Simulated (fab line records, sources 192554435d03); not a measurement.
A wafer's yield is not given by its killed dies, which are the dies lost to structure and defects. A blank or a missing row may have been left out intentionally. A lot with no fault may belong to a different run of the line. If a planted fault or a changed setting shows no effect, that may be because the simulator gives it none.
Matching of chambers | flow n5Finfet | rieSi-02 running N5_BEOL_M0_SAQP_MANDREL1_REMOVE_100: 4 sister chambers
The step chemistry HBr/Cl2/O2, target a-Si, stops on SiNx, bt time 10 s. 4 wafers are shown with their chamber, then 12 later ones without.

## WAFERS PAIRED WITH THEIR CHAMBERS
wafer  | chamber | throttleValvePct (%)
L089.5 | 0       | 36.8
L090.1 | 3       | 37.1
L090.2 | 1       | 36.9
L090.4 | 2       | 37.8

## WAFERS WITHOUT THEIR CHAMBER
wafer  | throttleValvePct (%)
L091.1 | 36.8
L091.3 | 37.1
L091.6 | 36.9
L092.3 | 37.9
L092.4 | 36.9
L092.5 | 37.8
L094.1 | 36.9
L094.2 | 36.8
L094.5 | 37.9
L095.1 | 37.1
L095.5 | 37.1
L095.6 | 37.8

## WHICH CHAMBER EACH ONE RAN IN
wafer  | from the rows above | in truth
L091.1 | 0                   | 0
L091.3 | 3                   | 3
L091.6 | 1                   | 1
L092.3 | 2                   | 2
L092.4 | 1                   | 1
L092.5 | 2                   | 2
L094.1 | 1                   | 1
L094.2 | 0                   | 0
L094.5 | 2                   | 2
L095.1 | 3                   | 3
L095.5 | 3                   | 3
L095.6 | 2                   | 2
Placed correctly: 12 of 12. From these rows, 0 cannot be placed. Wrongly placed: 0.
How it was worked out, from the rows above alone: a wafer's distance from a chamber is the root of the sum, over the readings, of the square of ((its reading less the chamber's mean) divided by the reading's scatter). The wafer belongs to the nearest chamber; if the next one is less than 2 further off, it can't be placed. A chamber's mean is the mean of its shown wafers. The scatter: with one shown wafer a chamber, the root of the mean of the squares of how far each hidden wafer lies from its nearest shown one.
